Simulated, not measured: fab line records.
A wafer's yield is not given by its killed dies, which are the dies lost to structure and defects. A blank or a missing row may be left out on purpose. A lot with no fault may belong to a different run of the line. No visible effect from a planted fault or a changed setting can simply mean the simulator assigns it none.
fab line records ; flow nand_harc
record: lots: 10; wafers: 30; last_day: 25
route steps=1159 shown A_CONTACT@948 A_M1@1044 A_BONDPAD@1079 THIN_TSV@1119 END@1159
lots that met no fault: taken from a fault-free run of the same line
start_h: the number of hours between the record's first day and the start of the first shown wafer of the lot ; wait_h: time in hours since the lot's previous step ; " repeats the value in the row above ; L1.1+2: a row that stands for several wafers ; - no value, or no start given ; * or withheld: withheld ; < > ~ a bound
route shown NAME@n: a module of which the file shows steps, and the number in the route of the first ; usual: mean and standard deviation over wafers with no fault ; same: alike in all rows ; chamber/n: place in a boat ; sites: the reading at each site ; _std_site: the standard deviation of these ; _edge_site: outer sites' mean less inner sites' ; radius_mm: for every site, how far away it sits from the centre of the wafer ; mask NAME#n: copy n ; behind: the most recent tool/chamber to have shaped the wafer ; hold: cause of the lot's hold/its duration in hours/its outcome ; device: the n, p or np transistor that did not switch ; end of line: the tests these same wafers got at the end of their route ; a step with no rows: only its recipe ; killed: dies lost to structure and defects at the first sort, not the wafer's yield ; map: dies across one wafer; x = killed, . = not, _ = none there
set.NAME: the setting as run; set.NAME@STEP: as run at that earlier step ; model.NAME: the simulator's own value behind a step, which no gauge read
the route's steps for a sample of lots (tables are steps, rows are wafers)
services: when a tool's chamber went out of use (start_h, in hours from the record's first day, below 0 if earlier), for how many hours, and the reason
== steps ==
step: NHARC_A_CONTACT_ETCH_139
recipe: source_w: withheld; pressure_mtorr: 20; bias_v: 400; time_s: 137; target_depth_a: 5900; ar_flow_sccm: withheld; c4f8_flow_sccm: 11.5; o2_flow_sccm: 7.2; chemistry: C4F8/O2/Ar
usual: oes_air_line_au: 1.001/0.018; run_length_s: 168.2/0.42
lot.wafer;tool;chamber;start_h;wait_h;oes_air_line_au;rf_hours_counter_h;run_length_s
L311.2;har_cap_etch-02;1;385.69;0.1;1.027;13;168.5
L311.3;har_cap_etch-02;1;385.69;0.1;1.013;-;168.1
L311.6;har_cap_etch-02;0;385.69;0.1;1.014;-;168.4
L312.1;har_cap_etch-03;0;387.96;0.1;0.972;93;169.2
L312.4;har_cap_etch-03;1;387.96;0.1;0.975;-;167.5
L312.5;har_cap_etch-03;0;387.96;0.1;0.972;-;169.1
L313.1;har_cap_etch-02;1;388.58;0.2;1.006;14;168.3
L313.5;har_cap_etch-02;0;388.58;0.2;0.984;-;168.4
L313.6;har_cap_etch-02;1;388.58;0.2;0.961;-;168.0
L315.1;har_cap_etch-03;0;403.97;0.1;1.024;95;169.1
L315.4;har_cap_etch-03;1;403.97;0.1;1.002;-;167.6
L315.6;har_cap_etch-03;1;403.97;0.1;0.992;-;168.3
L316.2;har_cap_etch-01;1;431.24;0.1;0.982;57;168.0
L316.4;har_cap_etch-01;0;431.24;0.1;1.008;-;168.3
L316.6;har_cap_etch-01;0;431.24;0.1;1.025;-;168.4
L321.4;har_cap_etch-03;1;445.78;0.2;0.975;-;168.3
L321.3;har_cap_etch-03;0;445.78;0.2;1.006;-;168.8
L321.5;har_cap_etch-03;1;445.78;0.2;0.988;-;167.6
L318.2;har_cap_etch-03;1;452.69;0.2;1.009;101;167.8
L318.1;har_cap_etch-03;0;452.69;0.2;1.007;101;168.9
L318.4;har_cap_etch-03;1;452.69;0.2;1.012;-;167.6
L323.1;har_cap_etch-03;0;462.78;0.1;1.001;104;168.9
L323.2;har_cap_etch-03;1;462.78;0.1;1.012;104;167.5
L323.6;har_cap_etch-03;1;462.78;0.1;1.018;-;167.5
L332.2;har_cap_etch-02;1;516.09;0.1;1.002;34;168.1
L332.4;har_cap_etch-02;1;516.09;0.1;1.006;-;168.1
L332.5;har_cap_etch-02;0;516.09;0.1;1.008;-;168.7
L333.1;har_cap_etch-03;1;529.96;0.1;1.027;118;167.5
L333.3;har_cap_etch-03;1;529.96;0.1;1.004;-;167.5
L333.6;har_cap_etch-03;1;529.96;0.1;1.041;-;167.6
step: NHARC_A_M1_ETCH_28
recipe: target_depth_a: 300; over_etch_frac: 0.3; time_s: 72.99; ion_energy_ev: 150; cf4_flow_sccm: 50; n2_flow_sccm: 100; ar_flow_sccm: 150; rf_w: 300; bias_w: 100; chemistry: CF4/N2
usual: bias_w: 100.0/0.3; drypump_motor_current_A: 5.7/0.56; oes_product_au: 1.000/0.0073; rf_vpp_V: 314.9/2.4; run_length_s: 94.3/0.44; showerhead_plenum_p_Torr: 2.68/0.13; throttle_valve_pct: 19.794/0.009
lot.wafer;tool;chamber;start_h;wait_h;bias_w;drypump_motor_current_A;oes_product_au;rf_hours_counter_h;rf_vpp_V;run_length_s;showerhead_plenum_p_Torr;throttle_valve_pct
L311.3;rie_diel-05;1;-;-;100.2;4.8;0.995;1.9;319.1;94.9;2.82;19.793
L311.2;rie_diel-05;3;-;-;99.7;5.3;1.001;1.9;318.2;95.2;2.80;19.809
L311.6;rie_diel-05;2;-;-;100.0;6.4;0.987;-;318.1;94.5;2.82;19.800
L312.1;rie_diel-11;3;-;-;100.4;5.3;1.007;1.7;313.0;94.6;2.48;19.808
L312.4;rie_diel-11;1;-;-;100.3;5.6;0.996;2.1;310.8;94.2;2.45;19.793
L312.5;rie_diel-11;3;-;-;100.4;5.3;1.009;-;311.2;95.1;2.48;19.803
L313.1;rie_diel-05;3;-;-;99.7;5.1;0.997;2.1;317.8;94.4;2.80;19.791
L313.6;rie_diel-05;1;-;-;99.6;4.8;0.997;-;317.3;94.7;2.81;19.785
L313.5;rie_diel-05;2;-;-;99.9;6.3;0.989;-;316.6;94.8;2.82;19.795
L315.4;rie_diel-07;3;-;-;100.1;6.1;0.998;1.2;311.4;93.6;2.51;19.808
L315.1;rie_diel-07;2;-;-;99.9;6.4;0.992;1.0;314.3;94.4;2.69;19.786
L315.6;rie_diel-07;0;-;-;99.9;5.2;1.001;-;314.1;94.1;2.62;19.787
L316.2;rie_diel-07;0;-;-;99.5;5.2;0.998;2.5;314.6;93.9;2.62;19.793
L316.4;rie_diel-07;2;-;-;100.1;6.4;1.000;2.7;314.0;93.8;2.69;19.799
L316.6;rie_diel-07;1;-;-;100.0;5.5;0.993;-;313.4;93.8;2.60;19.812
L321.3;rie_diel-07;1;-;-;99.7;5.6;0.995;3.3;312.0;93.8;2.60;19.800
L321.5;rie_diel-07;1;-;-;99.8;5.5;0.994;-;314.1;93.9;2.60;19.798
L321.4;rie_diel-07;2;-;-;100.1;6.4;0.992;-;316.1;93.8;2.69;19.801
L318.4;rie_diel-05;0;-;-;99.7;6.6;0.988;3.1;316.0;94.4;2.74;19.775
L318.2;rie_diel-05;1;-;-;99.9;4.8;1.002;3.3;319.3;94.9;2.82;19.788
L318.1;rie_diel-05;3;-;-;100.1;5.2;0.997;2.9;318.0;94.5;2.80;19.803
L323.2;rie_diel-11;0;-;-;100.1;5.3;1.000;6.2;316.2;94.1;2.76;19.794
L323.1;rie_diel-11;1;-;-;100.2;5.6;0.997;6.5;311.4;94.2;2.45;19.798
L323.6;rie_diel-11;0;-;-;100.3;5.3;1.007;-;316.8;93.8;2.76;19.796
L332.2;rie_diel-05;3;-;-;99.5;5.2;1.009;0.1;317.0;94.6;2.80;19.791
L332.4;rie_diel-05;0;-;-;100.3;6.6;0.996;0.1;316.3;94.9;2.74;19.801
L332.5;rie_diel-05;2;-;-;100.5;6.3;1.006;-;316.9;94.1;2.82;19.803
L333.1;rie_diel-07;0;-;-;100.0;5.2;0.991;11.5;313.9;94.1;2.61;19.796
L333.3;rie_diel-07;1;-;-;99.7;5.5;0.993;8.5;314.6;94.3;2.60;19.797
L333.6;rie_diel-07;0;-;-;99.4;5.1;0.997;-;314.5;94.0;2.61;19.809
step: NHARC_A_BONDPAD_STRIP_15
recipe: o2_flow_sccm: 500; ar_flow_sccm: 0; bias_w: 0; chemistry: O2
usual: drypump_motor_current_A: 5.7/0.65; oes_product_au: 0.995/0.0096; rf_vpp_V: 58.0/0.89; showerhead_plenum_p_Torr: 3.60/0.13; throttle_valve_pct: 17.037/0.0091
same: bias_w: 0
lot.wafer;tool;chamber;start_h;wait_h;drypump_motor_current_A;oes_product_au;rf_hours_counter_h;rf_vpp_V;showerhead_plenum_p_Torr;throttle_valve_pct
L311.3;rie_diel-03;1;413.13;0.1;4.8;0.998;1;58.7;3.65;17.034
L311.2;rie_diel-03;3;413.13;0.1;5.2;0.994;1;57.7;3.70;17.028
L311.6;rie_diel-03;1;413.13;0.1;4.9;0.992;-;59.2;3.65;17.028
L312.4;rie_diel-06;0;414.04;0.1;5.9;1.005;64;57.1;3.58;17.051
L312.1;rie_diel-06;2;414.04;0.1;6.5;0.999;62;56.8;3.57;17.036
L312.5;rie_diel-06;3;414.04;0.1;6.3;1.010;-;57.5;3.27;17.028
L313.1;rie_diel-06;1;414.38;0.1;6.5;1.008;62;56.9;3.66;17.059
L313.5;rie_diel-06;2;414.38;0.1;6.4;1.000;-;58.0;3.57;17.046
L313.6;rie_diel-06;3;414.38;0.1;6.3;1.013;-;57.7;3.27;17.051
L315.4;rie_diel-04;1;423.06;0.1;5.5;1.005;24;59.4;3.74;17.028
L315.1;rie_diel-04;0;423.06;0.1;5.9;1.004;23;57.7;3.59;17.030
L315.6;rie_diel-04;1;423.06;0.1;5.5;0.998;-;60.1;3.74;17.049
L316.4;rie_diel-04;2;451.58;0.3;5.8;0.991;29;58.3;3.47;17.023
L316.2;rie_diel-04;0;451.58;0.3;5.8;1.012;28;57.4;3.59;17.044
L316.6;rie_diel-04;1;451.58;0.3;5.4;0.995;-;57.6;3.74;17.025
L321.4;rie_diel-03;1;462.80;0.1;4.8;0.988;2;58.1;3.65;17.030
L321.3;rie_diel-03;3;462.80;0.1;5.2;0.975;2;59.3;3.70;17.037
L321.5;rie_diel-03;1;462.80;0.1;4.9;0.988;-;57.4;3.65;17.039
L318.1;rie_diel-06;1;474.84;0.1;6.6;0.991;22;58.4;3.65;17.024
L318.2;rie_diel-06;2;474.84;0.1;6.5;0.995;18;57.0;3.56;17.046
L318.4;rie_diel-06;3;474.84;0.1;6.3;0.994;20;59.1;3.80;17.044
L323.2;rie_diel-04;0;487.84;0.1;5.9;1.002;2;58.4;3.58;17.046
L323.1;rie_diel-04;3;487.84;0.1;5.1;0.998;2;59.0;3.35;17.043
L323.6;rie_diel-04;0;487.84;0.1;5.9;0.989;-;58.0;3.58;17.034
L332.4;rie_diel-03;0;534.61;0.1;6.6;0.980;4;57.6;3.71;17.052
L332.2;rie_diel-03;1;534.61;0.1;4.9;0.996;5;56.6;3.64;17.029
L332.5;rie_diel-03;0;534.61;0.1;6.5;0.994;-;56.7;3.71;17.033
L333.1;rie_diel-06;0;551.26;0.1;5.9;0.996;50;59.2;3.55;17.052
L333.3;rie_diel-06;2;551.26;0.1;6.4;0.990;43;57.4;3.55;17.040
L333.6;rie_diel-06;0;551.26;0.1;5.9;1.004;-;57.9;3.55;17.026
step: NHARC_THIN_TSV_ETCH_44
recipe: target_depth_a: 15942; time_s: 797.1; cf4_flow_sccm: 150; o2_flow_sccm: 10; ar_flow_sccm: 0; rf_w: 300; bias_w: 800; chemistry: CF4/O2
usual: bias_w: 800.2/2.4; drypump_motor_current_A: 5.9/0.4; oes_product_au: 0.999/0.0092; rf_vpp_V: 796/5.3; run_length_s: 818.4/0.5; showerhead_plenum_p_Torr: 1.85/0.085; throttle_valve_pct: 16.914/0.0095
lot.wafer;tool;chamber;start_h;wait_h;bias_w;drypump_motor_current_A;oes_product_au;rf_hours_counter_h;rf_vpp_V;run_length_s;showerhead_plenum_p_Torr;throttle_valve_pct
L311.2;rie_diel-10;2;494.49;0.2;798.8;6.6;0.977;8;801;818.4;1.93;16.920
L311.3;rie_diel-10;3;494.49;0.2;800.2;5.7;0.992;8;790;817.6;1.76;16.892
L311.6;rie_diel-10;1;494.49;0.2;802.9;5.2;0.992;-;789;818.8;1.74;16.926
L312.1;rie_diel-10;1;496.86;0.1;802.4;5.3;0.999;9;788;818.5;1.74;16.907
L312.4;rie_diel-10;3;496.86;0.1;801.4;5.8;0.999;8;788;817.8;1.76;16.917
L312.5;rie_diel-10;1;496.86;0.1;796.0;5.3;0.993;-;790;818.4;1.74;16.914
L313.1;rie_diel-10;1;498.23;0.2;800.3;5.2;1.013;10;789;818.4;1.74;16.908
L313.6;rie_diel-10;2;498.23;0.2;797.6;6.6;1.002;-;801;818.8;1.93;16.916
L313.5;rie_diel-10;3;498.23;0.2;800.7;5.8;1.010;-;791;818.2;1.76;16.909
L315.1;rie_diel-09;0;499.33;0.1;802.1;6.2;1.001;2;802;817.5;1.92;16.922
L315.4;rie_diel-09;2;499.33;0.1;804.4;5.3;0.990;3;788;818.3;1.73;16.932
L315.6;rie_diel-09;1;499.33;0.1;800.9;6.1;0.987;-;802;818.9;1.94;16.913
L316.4;rie_diel-09;1;503.23;0.1;804.2;6.1;1.000;3;802;818.4;1.94;16.938
L316.2;rie_diel-09;2;503.23;0.1;799.3;5.2;1.004;4;789;818.3;1.73;16.897
L316.6;rie_diel-09;0;503.23;0.1;798.6;6.2;1.007;-;801;817.8;1.92;16.915
L321.4;rie_diel-09;3;504.18;0.1;804.5;6.0;1.004;4;797;818.6;1.86;16.918
L321.3;rie_diel-09;2;504.18;0.1;799.8;5.3;0.989;4;788;818.7;1.73;16.919
L321.5;rie_diel-09;3;504.18;0.1;802.5;6.0;1.005;-;794;818.8;1.86;16.929
L318.2;rie_diel-12;0;506.48;0.1;801.2;5.8;0.997;12;788;818.7;1.72;16.920
L318.4;rie_diel-12;1;506.48;0.1;797.9;6.5;1.000;12;799;818.3;1.87;16.920
L318.1;rie_diel-12;3;506.48;0.1;801.2;5.7;0.982;10;791;818.5;1.76;16.925
L323.2;rie_diel-09;3;508.83;0.1;802.8;6.0;1.016;5;797;819.1;1.86;16.906
L323.1;rie_diel-09;1;508.83;0.1;798.9;6.1;1.000;4;801;818.4;1.94;16.919
L323.6;rie_diel-09;3;508.83;0.1;799.8;6.0;1.013;-;795;818.8;1.86;16.921
L332.4;rie_diel-09;1;550.53;0.1;799.8;6.1;0.991;10;800;818.7;1.94;16.911
L332.2;rie_diel-09;2;550.53;0.1;798.3;5.3;0.990;10;788;818.4;1.73;16.908
L332.5;rie_diel-09;0;550.53;0.1;-;6.2;0.996;-;799;665.9;1.92;16.923
L333.1;rie_diel-10;3;566.37;0.1;799.5;5.8;0.991;0;790;817.5;1.76;16.919
L333.3;rie_diel-10;1;566.37;0.1;802.1;5.3;0.992;1;788;818.8;1.74;16.903
L333.6;rie_diel-10;0;566.37;0.1;800.1;6.3;0.997;-;802;818.5;1.94;16.920
step: NHARC_END_SORT_01
recipe: temp_c: 25
usual: defect_limited_yield: 95.6/1.6; killed_at_array: 26/11; killed_at_other: 0.4/0.78; killed_at_periphery: 3.4/2.4; killed_dies: 29/11; killed_open: 3.1/1.9; killed_short: 1.9/1.4; sort_bin_2_pct: 1.3/0.63; sort_bin_3_pct: 0.20/0.18; sort_bin_4_pct: 2.8/1.1; sort_n_pass: 648/11; sort_rim_yield_pct: 95/3.4; sort_yield_pct: 95.6/1.6
same: gross_dies: 677; sort_bin_5_pct[%]: 0; sort_bin_6_pct[%]: 0; sort_bin_7_pct[%]: 0; sort_bin_8_pct[%]: 0; sort_rim_n_gross: 106.00
lot.wafer;tool;chamber;start_h;wait_h;defect_limited_yield[%];killed_at_array;killed_at_other;killed_at_periphery;killed_dies;killed_open;killed_short;sort_bin_2_pct[%];sort_bin_3_pct[%];sort_bin_4_pct[%];sort_n_pass;sort_rim_yield_pct[%];sort_yield_pct[%]
L332.2;prober-01;0;599.84;2.8;97.0;17;0;3;20;3;3;0.7;0.15;2.1;657;92;97.0
L332.4;prober-01;0;601.43;3.4;97.3;17;0;1;18;3;2;0.7;0;1.9;659;98;97.3
L332.5;prober-01;0;602.22;3.7;3.2;19;633;3;655;3;2;94.1;0;2.7;22;9;3.2
killed by level:class
L332.2 A_CHANNEL_HOLE_D1:chamber_film_flake=4 A_CONTACT:chamber_film_flake=3 A_M1:chamber_film_flake=3 A_CONTACT:geometric_particle:open=2 P_GATE:chamber_film_flake=2 P_M0:geometric_particle:short=1 A_CONTACT:geometric_particle:short=1 A_M0:geometric_particle:open=1
L332.4 A_CHANNEL_HOLE_D1:chamber_film_flake=9 A_STAIRCASE:chamber_film_flake=2 A_M1:chamber_film_flake=2 P_STI:geometric_particle:short=1 A_SGD_CUT:geometric_particle:open=1 A_WL_FILL:geometric_particle:open=1 A_WL_FILL:geometric_particle:short=1 A_CONTACT:geometric_particle:open=1
L332.5 THIN_TSV:area_etch=632 A_CHANNEL_HOLE_D1:chamber_film_flake=7 A_STAIRCASE:chamber_film_flake=3 A_CONTACT:chamber_film_flake=3 A_M1:chamber_film_flake=3 P_CONTACT:geometric_particle:short=1 P_M0:geometric_particle:open=1 A_SGD_CUT:geometric_particle:short=1
== services ==
tool;chamber;start_h;hours;kind
rie_diel-05;2;365.61;39.4;repair
rie_diel-07;2;381.10;7.4;repair
rie_diel-05;0;382.59;5.5;repair
rie_diel-09;2;383.44;5.8;repair
rie_diel-03;-;392.30;9.0;pm
rie_diel-04;3;397.47;2.3;repair
rie_diel-05;2;405.03;1.8;repair
rie_diel-07;-;405.20;9.0;pm
rie_diel-06;-;418.27;9.0;pm
rie_diel-05;1;421.10;2.6;repair
rie_diel-05;3;430.96;18.6;repair
rie_diel-09;-;431.10;9.0;pm
rie_diel-05;1;439.67;4.6;repair
rie_diel-07;0;451.34;10.0;repair
rie_diel-07;-;468.73;0.9;repair
rie_diel-07;1;484.84;18.3;repair
rie_diel-05;-;517.60;9.0;pm
rie_diel-07;1;520.22;5.6;repair
rie_diel-09;3;523.29;4.3;repair
rie_diel-10;-;530.79;9.0;pm
rie_diel-10;3;539.98;20.8;repair
har_cap_etch-03;-;545.00;17.0;pm
rie_diel-10;-;546.09;0.3;repair
rie_diel-05;3;557.47;8.7;repair
== key ==
first_sign: step: NHARC_THIN_TSV_ETCH_44; reading: run_length_s; direction: down; sigmas: 99+; usual: *; struck: *
effect: step: NHARC_END_SORT_01; reading: killed_at_other; direction: up; sigmas: 99+; usual: 0.4; struck: 633
more_kills_born_at: NHARC_THIN_TSV_ETCH_44@rie_diel-09: 632
met_at NHARC_THIN_TSV_ETCH_44
struck_lots L332
struck_wafers L332.5
later_rows_left_out L332.5
not_acting_at NHARC_A_CONTACT_ETCH_139,NHARC_A_M1_ETCH_28,NHARC_A_BONDPAD_STRIP_15
onset_between 503.23 550.53
fault: kind: process_parameter_drift; tool: rie_diel-09; chamber: 0; onset_h: 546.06; steps: NHARC_THIN_TSV_ETCH_44; channel: time_s; offset: *; shape: step; end_h: 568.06; acts_in: *; stated: *
later_rows_left_out: the simulator's readings of these wafers behind a module that went badly wrong aren't trusted and aren't shown, but for the sort
